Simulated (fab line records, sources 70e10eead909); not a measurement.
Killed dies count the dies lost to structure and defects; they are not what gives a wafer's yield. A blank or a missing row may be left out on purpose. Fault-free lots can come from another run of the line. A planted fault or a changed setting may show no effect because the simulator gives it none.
fab line records	flow nandHarc
record lots=24	wafers=72	lastDay=24
route steps=1159 shown A_STAIRCASE@653
lots untouched by any fault: they come from a run of this same line in which no faults occurred
startH: the number of hours between the record's first day and the start of the first shown wafer of the lot	waitH: hours elapsed since this lot's preceding step	" identical to the entry in the row above	L1.1+2: a single row standing in for several wafers	- value missing, or start not given	* or withheld: withheld	< > ~ a bound
route shown NAME@n: a module of which the file shows steps, and the number in the route of the first	usual: the fault-free wafers' mean and standard deviation	same: alike in all rows	chamber/n: place in a boat	sites: each site's reading	_std_site: their standard deviation	_edge_site: mean of outer sites minus mean of inner sites	radiusMm: for every site, how far away it sits from the centre of the wafer	mask NAME#n: copy n	behind: the most recent tool/chamber to have shaped the wafer	hold: the reason the lot was held/the length of the hold in hours/how it ended	device: transistor that didn't switch, given as n, p or np	end of line: the tests these same wafers got at the end of their route	where a step has no rows: the recipe by itself	killed: the dies lost at the first sort to structure and to defects; this is not the yield of the wafer	map: per-die view of a wafer (x killed, . not killed, _ where there is no die)
set.NAME: setting as actually run; set.NAME@STEP: the setting as run at that earlier step	model.NAME: the simulator's own value behind a step, which no gauge read
one table for each step of the route and one row for each wafer, over a sample of lots
services: a tool's chamber out of use, with start hour (startH, from the record's first day; less than 0 if before it), hours out, and reason
## steps
# step NHARC_A_STAIRCASE_DEP_259
# recipe targetThkA=300	targetThkNm=30	tempC=400	pressureTorr=3.5	flowSccm=200	rfW=350	material=SiON
# usual heaterPowerW=773/79
lot.wafer	tool	chamber	startH	waitH	heaterPowerW
L074.2	pecvd-01	2	259.81	1.3	771
L074.1	"	1	"	"	809
L074.4	"	1	"	"	813
L075.1	pecvd-03	2	263.04	1.6	979
L075.4	"	0	"	"	793
L075.6	"	2	"	"	941
L077.6	pecvd-04	1	268.63	0.1	753
L077.5	"	2	"	"	643
L077.4	"	0	"	"	611
L076.1	pecvd-04	2	274.01	1.5	717
L076.4	"	2	"	"	715
L076.6	"	0	"	"	682
L079.3	pecvd-04	0	275.97	1.0	742
L079.4	"	2	"	"	698
L079.5	"	0	"	"	739
L078.2	pecvd-03	2	277.30	1.3	913
L078.4	"	1	"	"	891
L078.6	"	0	"	"	837
L080.3	pecvd-03	2	278.68	0.9	914
L080.4	"	2	"	"	941
L080.6	"	1	"	"	883
L081.1	pecvd-01	0	291.28	1.6	803
L081.5	"	0	"	"	802
L081.4	"	1	"	"	853
L083.3	pecvd-01	2	292.63	1.2	801
L083.4	"	1	"	"	750
L083.5	"	2	"	"	807
L082.1	pecvd-04	2	299.93	1.6	720
L082.6	"	0	"	"	694
L082.5	"	1	"	"	704
L085.2	pecvd-01	1	312.95	1.3	815
L085.4	"	0	"	"	798
L085.6	"	2	"	"	753
L084.1	pecvd-03	0	313.08	1.6	786
L084.5	"	1	"	"	857
L084.4	"	0	"	"	792
L086.2	pecvd-04	2	324.83	1.3	606
L086.6	"	1	"	"	661
L086.5	"	2	"	"	597
L087.2	pecvd-01	2	326.06	1.3	822
L087.5	"	1	"	"	735
L087.6	"	2	"	"	822
L089.1	pecvd-01	1	346.70	1.6	783
L089.4	"	1	"	"	786
L089.5	"	1	"	"	793
L090.1	pecvd-03	1	348.38	1.6	855
L090.2	"	2	"	"	774
L090.5	"	1	"	"	857
L088.2	pecvd-04	1	357.72	1.3	724
L088.5	"	2	"	"	628
L088.4	"	1	"	"	746
L091.4	pecvd-01	1	361.46	0.7	821
L091.3	"	0	"	"	787
L091.5	"	0	"	"	779
L093.3	pecvd-04	0	361.49	1.0	693
L093.5	"	1	"	"	687
L093.6	"	2	"	"	701
L092.3	pecvd-01	0	366.24	1.0	696
L092.4	"	1	"	"	848
L092.6	"	2	"	"	797
L094.2	pecvd-03	1	369.82	1.5	821
L094.3	"	2	"	"	789
L094.4	"	1	"	"	826
L095.3	pecvd-03	2	377.47	1.0	944
L095.6	"	0	"	"	712
L095.4	"	1	"	"	852
L096.3	pecvd-01	0	382.98	1.0	816
L096.5	"	1	"	"	732
L096.4	"	0	"	"	701
L097.3	pecvd-01	1	394.31	0.9	816
L097.5	"	1	"	"	813
L097.6	"	2	"	"	854
# step NHARC_A_STAIRCASE_ETCH_453
# recipe targetDepthA=300	overetchA=30	timeS=16.5	ionEnergyEv=100	cf4FlowSccm=80	o2FlowSccm=20	arFlowSccm=0	rfW=300	biasW=100	chemistry=CF4/O2
# usual cf4FlowSccm=79.99/0.22	drypumpMotorCurrentA=5.9/0.47	oesProductAu=1.001/0.0091	rfVppV=197.6/1.3	showerheadPlenumPTorr=1.33/0.048	throttleValvePct=13.397/0.0083
lot.wafer	tool	chamber	startH	waitH	cf4FlowSccm	drypumpMotorCurrentA	oesProductAu	rfHoursCounterH	rfVppV	showerheadPlenumPTorr	throttleValvePct
L074.4	rieDiel-07	0	-	-	79.81	6.5	0.996	14	195.6	1.28	13.406
L074.2	"	1	"	"	79.69	5.7	1.012	14	196.6	1.26	13.391
L074.1	"	3	"	"	80.34	6.4	0.996	13	199.2	1.36	13.407
L075.1	rieDiel-06	0	-	-	80.14	5.6	0.994	11	196.1	1.24	13.404
L075.4	"	3	"	"	80.31	6.1	0.997	11	198.1	1.35	13.410
L075.6	"	0	"	"	80.19	5.6	0.997	-	196.5	1.24	13.402
L077.4	rieDiel-07	2	-	-	79.66	5.8	0.995	17	198.3	1.39	13.387
L077.5	"	1	"	"	79.86	5.8	1.017	-	196.1	1.26	13.401
L077.6	"	2	"	"	80.08	5.8	1.005	-	198.9	1.39	13.382
L076.4	rieDiel-06	2	-	-	80.01	5.0	0.995	13	199.1	1.37	13.405
L076.1	"	3	"	"	79.90	6.1	0.996	13	199.2	1.35	13.399
L076.6	"	3	"	"	79.87	6.1	0.999	-	196.8	1.35	13.395
L079.4	rieDiel-07	2	-	-	79.62	5.8	0.999	20	199.8	1.39	13.401
L079.3	"	3	"	"	80.25	6.4	1.007	19	198.2	1.36	13.393
L079.5	"	3	"	"	80.16	6.4	1.004	-	197.7	1.36	13.399
L078.4	rieDiel-07	0	-	-	80.03	6.6	1.002	22	196.2	1.28	13.397
L078.2	"	3	"	"	80.17	6.4	0.994	20	197.3	1.36	13.393
L078.6	"	0	"	"	80.15	6.5	1.000	-	196.4	1.28	13.407
L080.4	rieDiel-07	3	-	-	80.25	6.4	0.997	21	198.0	1.36	13.400
L080.3	"	0	"	"	80.17	6.5	1.015	22	197.4	1.28	13.386
L080.6	"	2	"	"	80.16	5.8	1.001	-	200.4	1.39	13.400
L081.4	rieDiel-07	1	-	-	80.30	5.7	1.009	25	196.1	1.26	13.388
L081.1	"	3	"	"	79.79	6.4	1.008	23	197.4	1.36	13.398
L081.5	"	1	"	"	79.92	5.8	1.012	-	195.5	1.26	13.398
L083.3	rieDiel-09	1	-	-	79.76	5.7	0.982	12	198.2	1.36	13.390
L083.4	"	2	"	"	80.07	6.2	0.995	11	199.3	1.36	13.399
L083.5	"	2	"	"	80.36	6.2	0.990	-	198.0	1.36	13.397
L082.1	rieDiel-09	0	-	-	79.83	4.8	0.999	19	197.7	1.33	13.407
L082.5	"	0	"	"	80.01	4.8	1.017	-	197.6	1.33	13.388
L082.6	"	1	"	"	79.86	5.7	0.997	-	198.9	1.36	13.406
L084.4	rieDiel-09	0	-	-	79.68	4.8	0.999	23	197.3	1.33	13.406
L084.1	"	2	"	"	79.86	6.2	0.995	18	198.9	1.36	13.414
L084.5	"	0	"	"	79.91	4.8	0.996	-	198.4	1.33	13.398
L085.4	rieDiel-06	1	-	-	79.56	6.1	1.002	29	197.3	1.29	13.396
L085.2	"	2	"	"	80.25	5.0	1.008	29	198.9	1.36	13.396
L085.6	"	1	"	"	80.06	6.0	0.992	-	197.3	1.29	13.405
L086.2	rieDiel-07	0	-	-	80.40	6.5	1.014	39	197.4	1.28	13.391
L086.5	"	3	"	"	80.66	6.4	1.009	-	199.2	1.36	13.405
L086.6	"	0	"	"	80.03	6.6	1.013	-	196.9	1.28	13.400
L087.2	rieDiel-09	0	-	-	79.95	4.8	0.991	27	196.8	1.32	13.404
L087.5	"	2	"	"	79.88	6.1	0.993	-	198.0	1.36	13.395
L087.6	"	3	"	"	80.34	6.4	0.994	-	199.7	1.35	13.380
L089.1	rieDiel-06	3	-	-	79.92	6.1	1.004	32	199.1	1.35	13.374
L089.5	"	2	"	"	79.68	5.0	1.013	-	198.0	1.36	13.386
L089.4	"	3	"	"	79.92	6.1	1.019	-	199.2	1.35	13.399
L090.1	rieDiel-06	2	-	-	80.28	5.0	0.999	43	199.3	1.36	13.398
L090.2	"	3	"	"	80.15	6.1	1.007	33	197.8	1.35	13.392
L090.5	"	3	"	"	80.09	6.1	1.004	-	198.2	1.35	13.379
L088.2	rieDiel-09	1	-	-	79.63	5.8	0.999	38	197.3	1.35	13.411
L088.5	"	2	"	"	79.85	6.2	1.001	-	197.2	1.36	13.399
L088.4	"	0	"	"	79.79	4.8	1.003	-	197.3	1.32	13.387
L093.3	rieDiel-07	1	-	-	80.12	5.7	1.017	54	197.1	1.25	13.380
L093.5	"	3	"	"	79.72	6.4	0.996	-	197.7	1.35	13.398
L093.6	"	1	"	"	79.60	5.8	1.004	-	195.3	1.25	13.399
L091.3	rieDiel-06	3	-	-	79.86	6.1	1.005	40	198.3	1.35	13.399
L091.4	"	3	"	"	79.75	6.1	1.009	-	198.1	1.35	13.389
L091.5	"	2	"	"	79.65	5.0	1.011	-	198.3	1.36	13.411
L092.3	rieDiel-07	1	-	-	80.04	5.8	0.999	55	196.5	1.25	13.400
L092.6	"	3	"	"	79.91	6.4	0.993	-	199.1	1.35	13.410
L092.4	"	1	"	"	80.04	5.8	1.004	-	196.4	1.25	13.413
L094.2	rieDiel-07	3	-	-	79.93	6.4	1.005	54	198.1	1.35	13.383
L094.3	"	0	"	"	80.11	6.5	1.002	54	195.2	1.27	13.398
L094.4	"	1	"	"	79.99	5.8	0.997	58	194.9	1.25	13.391
L095.4	rieDiel-07	0	-	-	79.99	6.5	1.003	56	196.8	1.27	13.403
L095.3	"	2	"	"	80.09	5.8	1.001	50	200.1	1.38	13.399
L095.6	"	3	"	"	79.86	6.4	1.007	-	197.8	1.35	13.403
L096.4	rieDiel-07	1	-	-	79.94	5.7	1.001	62	196.3	1.25	13.400
L096.3	"	2	"	"	80.39	5.7	1.000	51	200.9	1.38	13.401
L096.5	"	0	"	"	80.07	6.5	0.993	-	196.4	1.27	13.387
L097.3	rieDiel-07	2	-	-	79.85	5.7	1.014	54	199.6	1.38	13.411
L097.6	"	2	"	"	79.54	5.7	0.997	-	199.0	1.38	13.390
L097.5	"	3	"	"	79.77	6.4	1.008	-	196.6	1.35	13.395
# step NHARC_A_STAIRCASE_STRIP_316
# recipe o2FlowSccm=500	arFlowSccm=0	biasW=0	chemistry=O2
# usual drypumpMotorCurrentA=5.9/0.46	oesProductAu=1.004/0.0083	rfVppV=57.8/0.82	showerheadPlenumPTorr=3.51/0.12	throttleValvePct=17.037/0.0097
lot.wafer	tool	chamber	startH	waitH	drypumpMotorCurrentA	oesProductAu	rfHoursCounterH	rfVppV	showerheadPlenumPTorr	throttleValvePct
L074.1	rieDiel-07	2	-	-	5.8	0.992	14	57.4	3.67	17.028
L074.4	"	3	"	"	6.4	1.009	13	56.9	3.60	17.045
L074.2	"	0	"	"	6.5	1.015	14	57.6	3.40	17.043
L075.4	rieDiel-06	0	-	-	5.6	1.000	11	57.2	3.30	17.019
L075.1	"	2	"	"	5.0	1.013	11	58.7	3.61	17.030
L075.6	"	3	"	"	6.1	1.008	-	57.6	3.57	17.035
L077.4	rieDiel-07	0	-	-	6.6	1.005	18	57.2	3.39	17.028
L077.5	"	2	"	"	5.8	0.998	-	56.7	3.67	17.028
L077.6	"	3	"	"	6.3	1.003	-	57.7	3.60	17.056
L076.1	rieDiel-06	1	-	-	6.0	1.000	13	56.5	3.43	17.040
L076.4	"	0	"	"	5.6	0.993	14	56.6	3.30	17.038
L076.6	"	2	"	"	5.0	1.003	-	57.7	3.61	17.029
L079.4	rieDiel-07	3	-	-	6.4	1.009	20	57.6	3.60	17.035
L079.3	"	1	"	"	5.7	1.022	22	58.0	3.33	17.038
L079.5	"	2	"	"	5.8	0.998	-	57.5	3.67	17.037
L078.2	rieDiel-07	2	-	-	5.7	1.016	21	58.6	3.67	17.035
L078.4	"	0	"	"	6.6	1.017	22	58.0	3.39	17.043
L078.6	"	2	"	"	5.7	1.012	-	58.3	3.67	17.034
L080.4	rieDiel-07	2	-	-	5.7	1.009	22	57.4	3.67	17.037
L080.3	"	3	"	"	6.4	1.001	21	57.9	3.60	17.034
L080.6	"	0	"	"	6.5	1.008	-	57.4	3.39	17.032
L081.4	rieDiel-07	1	-	-	5.7	1.029	26	58.5	3.33	17.018
L081.1	"	3	"	"	6.4	1.011	23	57.6	3.60	17.031
L081.5	"	1	"	"	5.8	1.028	-	56.4	3.33	17.045
L083.3	rieDiel-09	1	-	-	5.7	0.991	12	59.4	3.59	17.029
L083.4	"	2	"	"	6.2	0.997	11	58.8	3.60	17.037
L083.5	"	2	"	"	6.2	1.002	-	57.6	3.60	17.017
L082.1	rieDiel-09	1	-	-	5.8	0.998	15	59.0	3.58	17.032
L082.5	"	0	"	"	4.8	1.007	-	58.0	3.51	17.036
L082.6	"	1	"	"	5.8	1.008	-	57.3	3.58	17.025
L084.4	rieDiel-09	3	-	-	6.3	0.994	23	57.5	3.58	17.026
L084.1	"	0	"	"	4.9	1.011	24	58.3	3.51	17.041
L084.5	"	2	"	"	6.2	1.002	-	58.4	3.59	17.037
L085.2	rieDiel-06	3	-	-	6.1	1.002	20	56.6	3.57	17.048
L085.4	"	0	"	"	5.6	1.008	29	57.2	3.29	17.035
L085.6	"	2	"	"	5.0	1.012	-	58.6	3.60	17.055
L086.2	rieDiel-07	3	-	-	6.4	1.000	36	57.2	3.59	17.028
L086.5	"	0	"	"	6.6	1.001	-	56.7	3.38	17.027
L086.6	"	1	"	"	5.8	1.008	-	57.5	3.32	17.055
L087.2	rieDiel-09	2	-	-	6.2	0.995	22	58.7	3.59	17.048
L087.6	"	1	"	"	5.8	0.998	-	56.7	3.58	17.025
L087.5	"	2	"	"	6.2	1.000	-	57.6	3.59	17.022
L089.1	rieDiel-06	2	-	-	5.0	1.014	42	59.2	3.59	17.035
L089.5	"	3	"	"	6.1	1.008	-	58.9	3.56	17.035
L089.4	"	2	"	"	5.0	1.000	-	58.1	3.59	17.031
L090.2	rieDiel-06	3	-	-	6.1	1.007	34	56.9	3.56	17.046
L090.1	"	2	"	"	5.0	0.998	43	57.6	3.59	17.031
L090.5	"	3	"	"	6.1	1.004	-	57.7	3.56	17.045
L088.2	rieDiel-09	2	-	-	6.2	1.011	37	57.7	3.58	17.038
L088.4	"	2	"	"	6.2	0.988	-	56.7	3.58	17.053
L088.5	"	0	"	"	4.8	0.997	-	57.9	3.50	17.046
L093.3	rieDiel-07	3	-	-	6.4	1.005	51	58.0	3.58	17.037
L093.6	"	1	"	"	5.7	0.989	-	58.0	3.31	17.029
L093.5	"	2	"	"	5.8	0.994	-	57.9	3.66	17.061
L091.3	rieDiel-06	1	-	-	6.0	0.998	50	57.2	3.41	17.029
L091.4	"	3	"	"	6.1	1.008	-	58.7	3.56	17.048
L091.5	"	2	"	"	5.0	1.012	-	57.7	3.59	17.045
L092.3	rieDiel-07	1	-	-	5.8	0.998	56	57.1	3.31	17.048
L092.6	"	3	"	"	6.3	0.999	-	58.2	3.58	17.024
L092.4	"	2	"	"	5.7	1.002	-	58.6	3.66	17.042
L094.4	rieDiel-07	0	-	-	6.5	1.010	54	57.9	3.37	17.052
L094.3	"	1	"	"	5.8	1.012	58	59.0	3.31	17.048
L094.2	"	2	"	"	5.8	1.009	48	56.9	3.66	17.039
L095.3	rieDiel-07	2	-	-	5.8	1.002	51	58.0	3.65	17.027
L095.4	"	0	"	"	6.6	1.000	57	58.0	3.37	17.035
L095.6	"	3	"	"	6.4	1.000	-	57.7	3.58	17.029
L096.4	rieDiel-07	2	-	-	5.8	1.005	52	57.7	3.65	17.031
L096.3	"	1	"	"	5.7	1.009	62	58.3	3.31	17.022
L096.5	"	2	"	"	5.7	0.999	-	58.1	3.65	17.055
L097.3	rieDiel-07	0	-	-	6.6	0.999	59	58.2	3.37	17.037
L097.5	"	3	"	"	6.4	1.001	-	59.6	3.57	17.038
L097.6	"	0	"	"	6.6	1.003	-	57.1	3.37	17.050
# step NHARC_A_STAIRCASE_ALD_415
# recipe targetThkA=300	pulseTimeS=6	aldCycles=300	tempC=300	material=SiO2
# usual heaterPowerW=484/57	precursorPulseHeightRel=1.002/0.019
lot.wafer	tool	chamber	startH	waitH	heaterPowerW	precursorPulseHeightRel
L074.4	aldHk-04	1	269.03	0.1	475	0.979
L074.1	"	2	"	"	490	1.013
L074.2	"	0	"	"	473	0.998
L075.1	aldHk-03	1	271.91	0.1	572	1.032
L075.4	"	0	"	"	479	1.008
L075.6	"	2	"	"	379	0.954
L077.4	aldHk-03	0	277.15	0.3	495	0.985
L077.6	"	3	"	"	504	1.014
L077.5	"	0	"	"	493	0.966
L076.1	aldHk-03	2	282.45	0.5	381	0.973
L076.4	"	3	"	"	518	1.012
L076.6	"	1	"	"	559	1.032
L079.3	aldHk-04	0	285.91	0.3	484	1.022
L079.4	"	2	"	"	483	1.006
L079.5	"	0	"	"	492	0.986
L078.4	aldHk-04	0	288.02	0.1	498	1.038
L078.2	"	2	"	"	484	0.984
L078.6	"	1	"	"	480	1.035
L080.4	aldHk-01	0	289.45	0.1	374	1.019
L080.3	"	2	"	"	448	0.995
L080.6	"	0	"	"	378	1.016
L081.1	aldHk-03	0	299.21	0.1	502	1.016
L081.4	"	3	"	"	514	1.018
L081.5	"	1	"	"	560	0.976
L083.3	aldHk-01	0	301.23	0.3	374	0.976
L083.4	"	1	"	"	521	0.996
L083.5	"	3	"	"	567	0.959
L082.1	aldHk-04	2	308.96	0.8	471	1.002
L082.6	"	3	"	"	480	1.044
L082.5	"	0	"	"	478	1.025
L084.4	aldHk-01	2	321.66	0.5	459	1.011
L084.1	"	3	"	"	582	0.990
L084.5	"	1	"	"	525	0.990
L085.2	aldHk-01	2	326.37	1.6	457	1.021
L085.4	"	3	"	"	579	0.986
L085.6	"	1	"	"	530	0.990
L086.2	aldHk-03	1	333.07	0.3	574	0.999
L086.5	"	0	"	"	523	1.008
L086.6	"	1	"	"	555	1.001
L087.2	aldHk-01	3	334.35	0.1	580	0.989
L087.5	"	3	"	"	568	1.019
L087.6	"	0	"	"	379	1.007
L089.1	aldHk-04	1	355.92	0.3	484	1.007
L089.4	"	3	"	"	463	1.020
L089.5	"	0	"	"	489	0.996
L090.1	aldHk-04	0	359.50	0.2	481	0.972
L090.2	"	3	"	"	470	1.038
L090.5	"	1	"	"	488	0.986
L088.2	aldHk-03	2	369.95	0.1	400	1.013
L088.4	"	0	"	"	504	0.984
L088.5	"	2	"	"	407	1.015
L093.3	aldHk-03	1	372.51	0.7	563	1.019
L093.5	"	2	"	"	426	0.998
L093.6	"	3	"	"	482	1.016
L091.4	aldHk-03	3	373.19	1.2	468	0.998
L091.3	"	0	"	"	511	0.997
L091.5	"	3	"	"	472	0.987
L092.4	aldHk-01	3	376.30	0.1	568	0.994
L092.3	"	1	"	"	523	1.001
L092.6	"	0	"	"	383	1.005
L094.2	aldHk-01	2	382.11	0.1	460	0.997
L094.3	"	0	"	"	387	1.037
L094.4	"	1	"	"	528	1.038
L095.4	aldHk-03	2	390.26	1.6	407	1.005
L095.3	"	0	"	"	502	0.977
L095.6	"	2	"	"	407	1.014
L096.4	aldHk-04	1	392.43	0.1	469	0.984
L096.3	"	2	"	"	516	1.027
L096.5	"	2	"	"	519	1.018
L097.3	aldHk-04	3	402.93	0.3	436	1.025
L097.6	"	2	"	"	515	0.994
L097.5	"	3	"	"	439	1.011
# step NHARC_A_STAIRCASE_DEP_151
# recipe targetThkA=38000	tempC=400	targetThkNm=3800	teosFlowSccm=200	rfW=500	material=SiO2
# usual heaterPowerW=671/89
lot.wafer	tool	chamber	startH	waitH	heaterPowerW
L075.1	pecvd-03	1	283.38	0.4	811
L075.6	"	2	"	"	761
L075.4	"	0	"	"	633
L074.2	pecvd-04	1	283.48	0.5	688
L074.1	"	2	"	"	558
L074.4	"	2	"	"	548
L077.5	pecvd-04	0	291.60	0.7	566
L077.4	"	1	"	"	545
L077.6	"	2	"	"	536
L076.1	pecvd-04	0	296.53	0.6	665
L076.4	"	1	"	"	560
L076.6	"	0	"	"	538
L079.3	pecvd-01	1	299.90	0.4	848
L079.5	"	1	"	"	655
L079.4	"	0	"	"	626
L078.2	pecvd-04	2	300.04	0.5	577
L078.4	"	2	"	"	538
L078.6	"	0	"	"	543
L080.3	pecvd-04	0	304.12	0.6	654
L080.4	"	1	"	"	542
L080.6	"	2	"	"	545
L081.1	pecvd-03	1	314.02	0.4	835
L081.4	"	1	"	"	675
L081.5	"	0	"	"	622
L083.3	pecvd-01	1	314.21	0.6	797
L083.5	"	0	"	"	627
L083.4	"	1	"	"	674
L082.1	pecvd-01	0	322.86	0.5	768
L082.6	"	0	"	"	634
L082.5	"	1	"	"	672
L084.1	pecvd-03	0	337.77	0.5	691
L084.4	"	0	"	"	617
L084.5	"	1	"	"	694
L085.2	pecvd-01	0	340.99	0.4	763
L085.4	"	1	"	"	665
L085.6	"	1	"	"	681
L086.2	pecvd-01	1	347.35	0.5	689
L086.5	"	0	"	"	631
L086.6	"	1	"	"	675
L087.2	pecvd-03	1	347.41	0.6	680
L087.5	"	2	"	"	721
L087.6	"	1	"	"	690
L089.1	pecvd-01	2	370.10	0.5	794
L089.4	"	1	"	"	658
L089.5	"	0	"	"	617
L090.1	pecvd-04	0	374.00	0.5	576
L090.2	"	1	"	"	568
L090.5	"	1	"	"	560
L093.3	pecvd-03	0	384.40	0.5	749
L093.6	"	2	"	"	728
L093.5	"	1	"	"	696
L088.2	pecvd-01	2	384.49	0.6	681
L088.5	"	0	"	"	625
L088.4	"	1	"	"	668
L091.3	pecvd-01	2	389.26	0.6	829
L091.5	"	0	"	"	630
L091.4	"	1	"	"	655
L092.3	pecvd-01	0	392.30	0.6	680
L092.4	"	1	"	"	687
L092.6	"	2	"	"	659
L094.2	pecvd-04	0	397.69	0.5	504
L094.3	"	1	"	"	698
L094.4	"	0	"	"	499
L095.3	pecvd-03	1	405.15	0.9	710
L095.4	"	1	"	"	690
L095.6	"	2	"	"	717
L096.3	pecvd-01	2	405.25	1.0	811
L096.5	"	0	"	"	621
L096.4	"	1	"	"	670
L097.3	pecvd-04	2	418.00	0.4	701
L097.5	"	2	"	"	545
L097.6	"	0	"	"	500
# step NHARC_A_STAIRCASE_DEP_325
# recipe targetThkA=38000	tempC=400	targetThkNm=3800	teosFlowSccm=200	rfW=500	material=SiO2
# usual heaterPowerW=679/83
lot.wafer	tool	chamber	startH	waitH	heaterPowerW
L074.1	pecvd-04	2	301.49	0.2	665
L074.2	"	0	"	"	672
L074.4	"	2	"	"	532
L075.1	pecvd-01	1	301.49	0.2	827
L075.4	"	0	"	"	637
L075.6	"	1	"	"	669
L077.6	pecvd-01	1	307.10	0.4	671
L077.4	"	2	"	"	643
L077.5	"	0	"	"	620
L079.3	pecvd-04	1	312.24	0.1	560
L079.5	"	1	"	"	580
L079.4	"	0	"	"	546
L078.2	pecvd-03	2	312.32	0.2	897
L078.6	"	1	"	"	663
L078.4	"	0	"	"	617
L076.1	pecvd-01	2	312.41	0.3	818
L076.4	"	1	"	"	661
L076.6	"	2	"	"	658
L080.3	pecvd-04	2	319.72	0.3	599
L080.6	"	0	"	"	547
L080.4	"	2	"	"	535
L081.1	pecvd-04	0	333.48	0.1	641
L081.5	"	0	"	"	546
L081.4	"	2	"	"	537
L083.4	pecvd-01	0	333.76	0.4	623
L083.3	"	1	"	"	686
L083.5	"	1	"	"	668
L082.1	pecvd-03	1	341.24	0.3	766
L082.6	"	2	"	"	720
L082.5	"	0	"	"	611
L085.2	pecvd-03	2	352.60	0.1	851
L085.4	"	2	"	"	714
L085.6	"	0	"	"	598
L084.1	pecvd-01	1	352.75	0.2	733
L084.4	"	1	"	"	682
L084.5	"	1	"	"	670
L087.2	pecvd-03	2	369.43	0.3	732
L087.5	"	0	"	"	620
L087.6	"	2	"	"	724
L086.2	pecvd-01	0	369.43	0.3	754
L086.5	"	1	"	"	686
L086.6	"	0	"	"	618
L089.1	pecvd-03	0	387.50	0.4	786
L089.4	"	2	"	"	707
L089.5	"	1	"	"	661
L090.2	pecvd-01	1	387.56	0.5	787
L090.1	"	2	"	"	823
L090.5	"	0	"	"	621
L093.3	pecvd-01	1	399.37	0.2	765
L093.5	"	0	"	"	619
L093.6	"	1	"	"	652
L088.2	pecvd-03	0	399.50	0.3	764
L088.4	"	1	"	"	684
L088.5	"	2	"	"	707
L092.3	pecvd-01	0	404.67	0.2	701
L092.6	"	0	"	"	604
L092.4	"	2	"	"	655
L091.3	pecvd-03	0	404.67	0.2	745
L091.5	"	2	"	"	730
L091.4	"	1	"	"	696
L094.2	pecvd-04	0	421.38	0.2	617
L094.3	"	1	"	"	672
L094.4	"	0	"	"	510
L096.3	pecvd-03	1	421.64	0.4	805
L096.4	"	0	"	"	604
L096.5	"	2	"	"	727
L095.3	pecvd-04	2	422.15	0.9	562
L095.6	"	0	"	"	518
L095.4	"	1	"	"	591
L097.3	pecvd-03	1	434.41	0.1	759
L097.5	"	1	"	"	682
L097.6	"	0	"	"	609
## services
tool	chamber	startH	hours	kind
pecvd-01	-	237.47	13.0	pm
rieDiel-09	-	240.67	0.8	repair
rieDiel-06	-	242.47	9.0	pm
rieDiel-09	-	254.11	9.0	pm
pecvd-03	1	261.52	1.9	repair
rieDiel-06	-	275.48	0.3	repair
rieDiel-09	1	282.27	4.0	repair
rieDiel-09	2	285.48	8.2	repair
rieDiel-06	3	291.21	21.8	repair
pecvd-03	-	292.13	13.0	pm
rieDiel-07	1	310.76	2.2	repair
rieDiel-06	3	326.38	3.6	repair
pecvd-01	2	328.29	33.3	repair
rieDiel-06	0	328.72	43.8	repair
rieDiel-07	2	340.48	15.5	repair
rieDiel-07	0	369.47	11.3	repair
pecvd-04	-	371.89	0.5	repair
rieDiel-07	-	372.31	0.6	repair
rieDiel-06	2	374.46	8.7	repair
pecvd-04	-	376.11	13.0	pm
rieDiel-07	-	405.36	9.0	pm
pecvd-01	-	418.47	13.0	pm
rieDiel-06	-	419.60	9.0	pm
rieDiel-07	1	422.99	18.9	repair
## key
fault none
